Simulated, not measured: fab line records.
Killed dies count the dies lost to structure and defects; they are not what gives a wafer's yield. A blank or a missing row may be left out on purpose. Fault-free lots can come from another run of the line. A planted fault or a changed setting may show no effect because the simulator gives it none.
A sampling plan put to the test :: flow n5Finfet :: one fab line, 45 faults that these records tell of, each judged on the records of the lots that it struck
The plan consists of the line's own looks: route steps at which the wafer is read by a gauge or an inspection but not changed. A look can be judged if struck wafers have a number there and the file gives its usual mean and standard deviation on fault-free wafers. Caught: a look later than the fault's first step finds the struck wafers' mean 4 or more of those standard deviations (sigma) from the usual mean. On the tool: the same test on the tool's own readings at the fault's steps. A different recipe on the struck wafers counts as caught too, as does a record blank only for those wafers.

== THE FAULTS, as the simulator had put them in ==
1. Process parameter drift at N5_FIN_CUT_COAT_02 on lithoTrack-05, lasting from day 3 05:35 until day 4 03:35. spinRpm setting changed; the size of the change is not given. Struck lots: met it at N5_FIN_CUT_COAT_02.
2. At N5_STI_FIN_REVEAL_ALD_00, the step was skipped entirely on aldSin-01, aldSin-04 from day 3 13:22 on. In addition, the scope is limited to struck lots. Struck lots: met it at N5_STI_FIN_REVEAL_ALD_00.
3. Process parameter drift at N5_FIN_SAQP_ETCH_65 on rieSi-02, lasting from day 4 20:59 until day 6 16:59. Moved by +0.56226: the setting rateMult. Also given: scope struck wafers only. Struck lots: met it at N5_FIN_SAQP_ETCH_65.
4. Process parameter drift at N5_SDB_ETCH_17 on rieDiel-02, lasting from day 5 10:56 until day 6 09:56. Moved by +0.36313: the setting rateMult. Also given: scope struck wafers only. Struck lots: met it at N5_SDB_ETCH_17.
5. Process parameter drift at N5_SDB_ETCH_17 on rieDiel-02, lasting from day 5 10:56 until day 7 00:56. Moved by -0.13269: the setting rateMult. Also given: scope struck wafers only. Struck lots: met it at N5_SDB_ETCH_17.
6. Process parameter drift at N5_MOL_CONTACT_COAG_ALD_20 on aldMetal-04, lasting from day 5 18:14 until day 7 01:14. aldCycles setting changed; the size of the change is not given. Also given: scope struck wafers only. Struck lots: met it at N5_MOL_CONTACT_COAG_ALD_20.
7. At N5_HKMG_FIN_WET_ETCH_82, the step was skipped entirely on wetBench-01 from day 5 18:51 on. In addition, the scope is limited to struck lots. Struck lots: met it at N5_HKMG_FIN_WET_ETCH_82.
8. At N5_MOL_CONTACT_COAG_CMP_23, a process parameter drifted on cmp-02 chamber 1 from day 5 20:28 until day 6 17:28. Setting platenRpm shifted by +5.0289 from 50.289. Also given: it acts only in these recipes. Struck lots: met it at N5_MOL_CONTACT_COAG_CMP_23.
9. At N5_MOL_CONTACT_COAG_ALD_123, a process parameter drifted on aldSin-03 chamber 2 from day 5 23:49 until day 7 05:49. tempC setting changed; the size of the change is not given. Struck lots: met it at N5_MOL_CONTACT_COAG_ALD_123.
10. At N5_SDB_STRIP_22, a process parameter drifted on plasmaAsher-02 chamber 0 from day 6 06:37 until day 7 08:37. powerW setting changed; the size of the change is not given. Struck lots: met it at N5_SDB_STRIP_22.
11. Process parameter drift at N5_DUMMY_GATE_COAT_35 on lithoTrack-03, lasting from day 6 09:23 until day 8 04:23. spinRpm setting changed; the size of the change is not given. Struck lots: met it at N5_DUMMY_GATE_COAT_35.
12. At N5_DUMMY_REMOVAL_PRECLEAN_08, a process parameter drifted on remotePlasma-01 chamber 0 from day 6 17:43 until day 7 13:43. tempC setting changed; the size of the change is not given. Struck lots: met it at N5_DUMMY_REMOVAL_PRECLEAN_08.
13. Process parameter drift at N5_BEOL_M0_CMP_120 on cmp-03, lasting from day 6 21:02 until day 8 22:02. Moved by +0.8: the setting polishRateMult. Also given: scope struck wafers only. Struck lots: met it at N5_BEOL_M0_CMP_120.
14. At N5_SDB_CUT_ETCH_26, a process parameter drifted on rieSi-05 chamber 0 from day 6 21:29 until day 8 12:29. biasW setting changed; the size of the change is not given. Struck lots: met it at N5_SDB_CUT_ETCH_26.
15. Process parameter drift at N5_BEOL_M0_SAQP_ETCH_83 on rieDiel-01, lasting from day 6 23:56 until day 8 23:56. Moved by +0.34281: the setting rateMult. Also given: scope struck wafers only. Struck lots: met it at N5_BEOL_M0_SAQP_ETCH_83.
16. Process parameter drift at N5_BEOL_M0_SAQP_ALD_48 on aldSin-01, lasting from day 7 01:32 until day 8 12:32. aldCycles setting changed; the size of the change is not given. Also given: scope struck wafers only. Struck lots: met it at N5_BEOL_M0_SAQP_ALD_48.
17. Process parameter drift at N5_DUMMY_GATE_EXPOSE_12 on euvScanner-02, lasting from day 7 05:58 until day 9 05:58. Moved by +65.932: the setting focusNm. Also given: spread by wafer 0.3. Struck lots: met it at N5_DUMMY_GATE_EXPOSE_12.
18. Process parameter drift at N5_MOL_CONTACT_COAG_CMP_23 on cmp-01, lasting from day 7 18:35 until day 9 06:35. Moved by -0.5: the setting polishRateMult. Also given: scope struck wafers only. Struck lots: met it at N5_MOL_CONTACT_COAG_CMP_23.
19. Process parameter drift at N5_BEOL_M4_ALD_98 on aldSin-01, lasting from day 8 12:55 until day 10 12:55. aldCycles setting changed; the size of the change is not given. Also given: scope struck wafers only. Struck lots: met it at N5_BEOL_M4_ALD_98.
20. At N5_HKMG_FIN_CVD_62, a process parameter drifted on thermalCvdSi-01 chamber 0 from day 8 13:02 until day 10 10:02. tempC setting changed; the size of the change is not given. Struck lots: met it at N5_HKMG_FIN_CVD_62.
21. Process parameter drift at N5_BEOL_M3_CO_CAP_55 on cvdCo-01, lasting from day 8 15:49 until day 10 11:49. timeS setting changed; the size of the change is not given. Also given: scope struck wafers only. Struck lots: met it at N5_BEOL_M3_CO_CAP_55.
22. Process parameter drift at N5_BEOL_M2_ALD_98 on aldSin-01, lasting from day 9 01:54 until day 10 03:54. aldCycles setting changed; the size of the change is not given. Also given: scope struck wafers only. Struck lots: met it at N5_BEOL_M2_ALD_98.
23. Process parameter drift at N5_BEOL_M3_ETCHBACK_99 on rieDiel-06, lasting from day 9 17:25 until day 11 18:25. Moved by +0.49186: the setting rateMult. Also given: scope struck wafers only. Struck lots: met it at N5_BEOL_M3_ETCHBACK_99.
24. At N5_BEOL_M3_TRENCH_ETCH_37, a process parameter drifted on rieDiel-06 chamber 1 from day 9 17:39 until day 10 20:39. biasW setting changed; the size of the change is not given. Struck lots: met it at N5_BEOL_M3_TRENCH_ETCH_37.
25. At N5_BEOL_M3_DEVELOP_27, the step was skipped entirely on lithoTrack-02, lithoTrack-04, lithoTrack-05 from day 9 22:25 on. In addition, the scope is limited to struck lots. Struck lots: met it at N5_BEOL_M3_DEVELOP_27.
26. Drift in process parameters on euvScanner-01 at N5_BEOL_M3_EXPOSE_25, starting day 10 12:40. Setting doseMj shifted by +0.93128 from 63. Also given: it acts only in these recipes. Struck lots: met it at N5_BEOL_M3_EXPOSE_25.
27. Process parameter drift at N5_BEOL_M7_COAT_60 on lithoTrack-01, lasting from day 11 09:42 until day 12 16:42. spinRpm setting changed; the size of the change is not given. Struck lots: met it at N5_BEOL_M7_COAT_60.
28. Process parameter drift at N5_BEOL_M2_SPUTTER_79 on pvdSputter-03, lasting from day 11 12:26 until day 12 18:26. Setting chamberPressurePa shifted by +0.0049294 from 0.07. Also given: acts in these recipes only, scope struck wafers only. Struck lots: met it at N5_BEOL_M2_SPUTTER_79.
29. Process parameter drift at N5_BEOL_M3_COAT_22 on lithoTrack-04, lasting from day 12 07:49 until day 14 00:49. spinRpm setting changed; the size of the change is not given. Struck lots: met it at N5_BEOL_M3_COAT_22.
30. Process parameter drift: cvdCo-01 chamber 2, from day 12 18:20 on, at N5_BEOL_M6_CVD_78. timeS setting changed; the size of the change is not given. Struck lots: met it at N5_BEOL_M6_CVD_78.
31. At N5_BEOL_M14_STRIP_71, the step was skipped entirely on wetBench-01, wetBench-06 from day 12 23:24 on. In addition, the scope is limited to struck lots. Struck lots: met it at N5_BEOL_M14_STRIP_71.
32. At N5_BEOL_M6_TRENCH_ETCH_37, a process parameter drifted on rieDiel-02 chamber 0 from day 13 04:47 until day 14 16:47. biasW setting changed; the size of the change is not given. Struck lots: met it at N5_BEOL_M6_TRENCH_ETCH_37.
33. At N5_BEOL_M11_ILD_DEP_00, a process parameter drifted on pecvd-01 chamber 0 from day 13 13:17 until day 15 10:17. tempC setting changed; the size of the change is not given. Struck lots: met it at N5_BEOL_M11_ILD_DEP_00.
34. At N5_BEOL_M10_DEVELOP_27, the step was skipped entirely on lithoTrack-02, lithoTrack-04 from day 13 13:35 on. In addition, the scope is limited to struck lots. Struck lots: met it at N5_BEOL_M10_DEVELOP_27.
35. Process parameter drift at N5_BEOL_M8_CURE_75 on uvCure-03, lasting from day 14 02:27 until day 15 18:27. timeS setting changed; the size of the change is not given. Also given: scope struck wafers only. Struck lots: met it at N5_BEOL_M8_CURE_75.
36. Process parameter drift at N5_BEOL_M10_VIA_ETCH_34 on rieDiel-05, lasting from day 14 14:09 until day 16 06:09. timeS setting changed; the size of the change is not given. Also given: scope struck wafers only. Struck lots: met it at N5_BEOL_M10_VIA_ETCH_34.
37. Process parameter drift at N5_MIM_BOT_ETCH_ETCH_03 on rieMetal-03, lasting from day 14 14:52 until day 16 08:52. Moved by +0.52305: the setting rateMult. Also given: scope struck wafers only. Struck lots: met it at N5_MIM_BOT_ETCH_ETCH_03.
38. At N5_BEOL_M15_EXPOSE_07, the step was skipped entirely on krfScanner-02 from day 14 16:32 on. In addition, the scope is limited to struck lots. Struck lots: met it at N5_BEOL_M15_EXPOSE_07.
39. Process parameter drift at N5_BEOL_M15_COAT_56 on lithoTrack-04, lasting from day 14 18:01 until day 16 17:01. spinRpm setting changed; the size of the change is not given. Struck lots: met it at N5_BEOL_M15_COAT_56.
40. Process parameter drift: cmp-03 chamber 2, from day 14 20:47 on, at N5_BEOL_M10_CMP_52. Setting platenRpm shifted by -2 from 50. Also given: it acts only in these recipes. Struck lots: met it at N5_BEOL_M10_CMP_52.
41. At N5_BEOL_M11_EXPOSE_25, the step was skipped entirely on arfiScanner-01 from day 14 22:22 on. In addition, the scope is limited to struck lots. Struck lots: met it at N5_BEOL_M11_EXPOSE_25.
42. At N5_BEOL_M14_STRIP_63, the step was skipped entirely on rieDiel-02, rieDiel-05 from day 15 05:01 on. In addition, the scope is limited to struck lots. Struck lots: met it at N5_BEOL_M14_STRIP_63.
43. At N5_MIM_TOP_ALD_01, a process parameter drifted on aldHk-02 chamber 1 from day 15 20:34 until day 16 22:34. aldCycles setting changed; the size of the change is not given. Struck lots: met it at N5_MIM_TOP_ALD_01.
44. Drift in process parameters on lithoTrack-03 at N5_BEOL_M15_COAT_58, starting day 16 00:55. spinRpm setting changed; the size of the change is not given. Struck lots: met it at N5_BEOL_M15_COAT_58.
45. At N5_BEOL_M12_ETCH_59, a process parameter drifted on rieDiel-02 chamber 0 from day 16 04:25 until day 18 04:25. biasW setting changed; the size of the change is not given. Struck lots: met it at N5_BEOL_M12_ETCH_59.

== WHAT THE PLAN SAW ==
fault: 1
on the tool itself: spinSpeedRpm -99 or beyond sigma
first look that catches it: none of the 2 looks that can be judged after it
reading, sigma: -
median hours from its first step to that look: -
hours from the fault's start to the first struck lot there: -
judged looks passed uncaught: 2

fault: 2
on the tool itself: the tool's record is blank for the struck wafers
first look that catches it: none of the 2 looks that can be judged after it
reading, sigma: -
median hours from its first step to that look: -
hours from the fault's start to the first struck lot there: -
judged looks passed uncaught: 2

fault: 3
on the tool itself: oesProductAu +19 sigma
first look that catches it: not the one look that can be judged after it
reading, sigma: -
median hours from its first step to that look: -
hours from the fault's start to the first struck lot there: -
judged looks passed uncaught: 1

fault: 4
on the tool itself: etchRfOnTimeS -19 sigma
first look that catches it: not the one look that can be judged after it
reading, sigma: -
median hours from its first step to that look: -
hours from the fault's start to the first struck lot there: -
judged looks passed uncaught: 1

fault: 5
on the tool itself: etchRfOnTimeS +11 sigma
first look that catches it: not the one look that can be judged after it
reading, sigma: -
median hours from its first step to that look: -
hours from the fault's start to the first struck lot there: -
judged looks passed uncaught: 1

fault: 6
on the tool itself: under 2 sigma
first look that catches it: not the one look that can be judged after it
reading, sigma: -
median hours from its first step to that look: -
hours from the fault's start to the first struck lot there: -
judged looks passed uncaught: 1

fault: 7
on the tool itself: the tool's record is blank for the struck wafers
first look that catches it: N5_BEOL_M4_RC_MEAS_101
reading, sigma: VT_N_LVT -14
median hours from its first step to that look: 119.6
hours from the fault's start to the first struck lot there: 124
judged looks passed uncaught: 0

fault: 8
on the tool itself: platenRpm +99 or beyond sigma
first look that catches it: not the one look that can be judged after it
reading, sigma: -
median hours from its first step to that look: -
hours from the fault's start to the first struck lot there: -
judged looks passed uncaught: 1

fault: 9
on the tool itself: susceptorTempC +79 sigma
first look that catches it: not the one look that can be judged after it
reading, sigma: -
median hours from its first step to that look: -
hours from the fault's start to the first struck lot there: -
judged looks passed uncaught: 1

fault: 10
on the tool itself: stripTimeToEndpointS +6.1 sigma
first look that catches it: none of the 2 looks that can be judged after it
reading, sigma: -
median hours from its first step to that look: -
hours from the fault's start to the first struck lot there: -
judged looks passed uncaught: 2

fault: 11
on the tool itself: spinSpeedRpm -63 sigma
first look that catches it: none of the 2 looks that can be judged after it
reading, sigma: -
median hours from its first step to that look: -
hours from the fault's start to the first struck lot there: -
judged looks passed uncaught: 2

fault: 12
on the tool itself: tempC -4.8 sigma
first look that catches it: none of the 2 looks that can be judged after it
reading, sigma: -
median hours from its first step to that look: -
hours from the fault's start to the first struck lot there: -
judged looks passed uncaught: 2

fault: 13
on the tool itself: barrierFieldEndpointS -17 sigma
first look that catches it: not the one look that can be judged after it
reading, sigma: -
median hours from its first step to that look: -
hours from the fault's start to the first struck lot there: -
judged looks passed uncaught: 1

fault: 14
on the tool itself: under 2 sigma
first look that catches it: not the one look that can be judged after it
reading, sigma: -
median hours from its first step to that look: -
hours from the fault's start to the first struck lot there: -
judged looks passed uncaught: 1

fault: 15
on the tool itself: etchRfOnTimeS -18 sigma
first look that catches it: not the one look that can be judged after it
reading, sigma: -
median hours from its first step to that look: -
hours from the fault's start to the first struck lot there: -
judged looks passed uncaught: 1

fault: 16
on the tool itself: under 2 sigma
first look that catches it: none of the 2 looks that can be judged after it
reading, sigma: -
median hours from its first step to that look: -
hours from the fault's start to the first struck lot there: -
judged looks passed uncaught: 2

fault: 17
on the tool itself: exposureDoseMJCm2 -4.8 sigma
first look that catches it: not the one look that can be judged after it
reading, sigma: strongest: DIBL_N at N5_BEOL_M4_RC_MEAS_101, +2.1
median hours from its first step to that look: -
hours from the fault's start to the first struck lot there: -
judged looks passed uncaught: 1

fault: 18
on the tool itself: timeToEndpointS +5.2 sigma
first look that catches it: N5_MOL_CONTACT_COAG_THK_MEAS_29
reading, sigma: MD_CAP_THK +14
median hours from its first step to that look: 2.7
hours from the fault's start to the first struck lot there: 9
judged looks passed uncaught: 0

fault: 19
on the tool itself: under 2 sigma
first look that catches it: none of the 2 looks that can be judged after it
reading, sigma: -
median hours from its first step to that look: -
hours from the fault's start to the first struck lot there: -
judged looks passed uncaught: 2

fault: 20
on the tool itself: susceptorTempC -54 sigma
first look that catches it: not the one look that can be judged after it
reading, sigma: -
median hours from its first step to that look: -
hours from the fault's start to the first struck lot there: -
judged looks passed uncaught: 1

fault: 21
on the tool itself: runLengthS -41 sigma
first look that catches it: not the one look that can be judged after it
reading, sigma: -
median hours from its first step to that look: -
hours from the fault's start to the first struck lot there: -
judged looks passed uncaught: 1

fault: 22
on the tool itself: under 2 sigma
first look that catches it: not the one look that can be judged after it
reading, sigma: -
median hours from its first step to that look: -
hours from the fault's start to the first struck lot there: -
judged looks passed uncaught: 1

fault: 23
on the tool itself: oesProductAu +5.9 sigma
first look that catches it: not the one look that can be judged after it
reading, sigma: -
median hours from its first step to that look: -
hours from the fault's start to the first struck lot there: -
judged looks passed uncaught: 1

fault: 24
on the tool itself: biasW -29 sigma
first look that catches it: none of the 2 looks that can be judged after it
reading, sigma: -
median hours from its first step to that look: -
hours from the fault's start to the first struck lot there: -
judged looks passed uncaught: 2

fault: 25
on the tool itself: the tool's record is blank for the struck wafers
first look that catches it: no look after it can be judged
reading, sigma: -
median hours from its first step to that look: -
hours from the fault's start to the first struck lot there: -
judged looks passed uncaught: 0

fault: 26
on the tool itself: exposureDoseMJCm2 +11 sigma
first look that catches it: none of the 2 looks that can be judged after it
reading, sigma: -
median hours from its first step to that look: -
hours from the fault's start to the first struck lot there: -
judged looks passed uncaught: 2

fault: 27
on the tool itself: spinSpeedRpm +82 sigma
first look that catches it: no look after it can be judged
reading, sigma: -
median hours from its first step to that look: -
hours from the fault's start to the first struck lot there: -
judged looks passed uncaught: 0

fault: 28
on the tool itself: chamberPressurePa +36 sigma
first look that catches it: not the one look that can be judged after it
reading, sigma: -
median hours from its first step to that look: -
hours from the fault's start to the first struck lot there: -
judged looks passed uncaught: 1

fault: 29
on the tool itself: spinSpeedRpm -99 or beyond sigma
first look that catches it: not the one look that can be judged after it
reading, sigma: -
median hours from its first step to that look: -
hours from the fault's start to the first struck lot there: -
judged looks passed uncaught: 1

fault: 30
on the tool itself: runLengthS +99 or beyond sigma
first look that catches it: no look after it can be judged
reading, sigma: -
median hours from its first step to that look: -
hours from the fault's start to the first struck lot there: -
judged looks passed uncaught: 0

fault: 31
on the tool itself: the tool's record is blank for the struck wafers
first look that catches it: not the one look that can be judged after it
reading, sigma: -
median hours from its first step to that look: -
hours from the fault's start to the first struck lot there: -
judged looks passed uncaught: 1

fault: 32
on the tool itself: biasW -15 sigma
first look that catches it: not the one look that can be judged after it
reading, sigma: -
median hours from its first step to that look: -
hours from the fault's start to the first struck lot there: -
judged looks passed uncaught: 1

fault: 33
on the tool itself: susceptorTempC +15 sigma
first look that catches it: no look after it can be judged
reading, sigma: -
median hours from its first step to that look: -
hours from the fault's start to the first struck lot there: -
judged looks passed uncaught: 0

fault: 34
on the tool itself: the tool's record is blank for the struck wafers
first look that catches it: no look after it can be judged
reading, sigma: -
median hours from its first step to that look: -
hours from the fault's start to the first struck lot there: -
judged looks passed uncaught: 0

fault: 35
on the tool itself: runLengthS -33 sigma
first look that catches it: no look after it can be judged
reading, sigma: -
median hours from its first step to that look: -
hours from the fault's start to the first struck lot there: -
judged looks passed uncaught: 0

fault: 36
on the tool itself: runLengthS +15 sigma
first look that catches it: no look after it can be judged
reading, sigma: -
median hours from its first step to that look: -
hours from the fault's start to the first struck lot there: -
judged looks passed uncaught: 0

fault: 37
on the tool itself: only faintly: oesProductAu +2.9 sigma
first look that catches it: no look after it can be judged
reading, sigma: -
median hours from its first step to that look: -
hours from the fault's start to the first struck lot there: -
judged looks passed uncaught: 0

fault: 38
on the tool itself: no reading that can be judged
first look that catches it: no look after it can be judged
reading, sigma: -
median hours from its first step to that look: -
hours from the fault's start to the first struck lot there: -
judged looks passed uncaught: 0

fault: 39
on the tool itself: spinSpeedRpm -99 or beyond sigma
first look that catches it: no look after it can be judged
reading, sigma: -
median hours from its first step to that look: -
hours from the fault's start to the first struck lot there: -
judged looks passed uncaught: 0

fault: 40
on the tool itself: platenRpm -62 sigma
first look that catches it: no look after it can be judged
reading, sigma: -
median hours from its first step to that look: -
hours from the fault's start to the first struck lot there: -
judged looks passed uncaught: 0

fault: 41
on the tool itself: no reading that can be judged
first look that catches it: no look after it can be judged
reading, sigma: -
median hours from its first step to that look: -
hours from the fault's start to the first struck lot there: -
judged looks passed uncaught: 0

fault: 42
on the tool itself: the tool's record is blank for the struck wafers
first look that catches it: no look after it can be judged
reading, sigma: -
median hours from its first step to that look: -
hours from the fault's start to the first struck lot there: -
judged looks passed uncaught: 0

fault: 43
on the tool itself: under 2 sigma
first look that catches it: no look after it can be judged
reading, sigma: -
median hours from its first step to that look: -
hours from the fault's start to the first struck lot there: -
judged looks passed uncaught: 0

fault: 44
on the tool itself: spinSpeedRpm +99 or beyond sigma
first look that catches it: no look after it can be judged
reading, sigma: -
median hours from its first step to that look: -
hours from the fault's start to the first struck lot there: -
judged looks passed uncaught: 0

fault: 45
on the tool itself: biasW +53 sigma
first look that catches it: no look after it can be judged
reading, sigma: -
median hours from its first step to that look: -
hours from the fault's start to the first struck lot there: -
judged looks passed uncaught: 0
A dash: the fault is not caught, or the number is missing from these records.

Caught at a look: 2 of 45. Caught on the tool: 36 of 45. By one or the other: 36 of 45.
On the tool alone, faults 1, 2, 3, 4, 5, 8, 9, 10, 11, 12, 13, 15, 17, 20, 21, 23, 24, 25, 26, 27, 28, 29, 30, 31, 32, 33, 34, 35, 36, 39, 40, 42, 44, 45 were caught.
Caught by neither: faults 6, 14, 16, 19, 22, 37, 38, 41, 43.

== THINNER SAMPLING ==
In the worst case, this is how late the first struck lot would be measured if the look that catches a fault measured only every second or every third lot, by lot number:
fault: 7
struck lots at that look, in order of time: L278, L277, L279
every lot: 124 h
every second lot: 125 h
every third lot: 152 h

fault: 18
struck lots at that look, in order of time: L119, L123, L124
every lot: 9 h
every second lot: 30 h
every third lot: 30 h
Hours count from the start of the fault until the first struck lot that is measured. Since the struck wafers were tested as one group against 4 sigma, a single lot by itself may lie under the limit. Other struck lots may not be in these records.

== THE LONGEST TIMED WAY FROM STEP TO LOOK ==
In fault 7, a median of 119.6 hours elapses between N5_HKMG_FIN_WET_ETCH_82 and N5_BEOL_M4_RC_MEAS_101. No look between them can be judged.
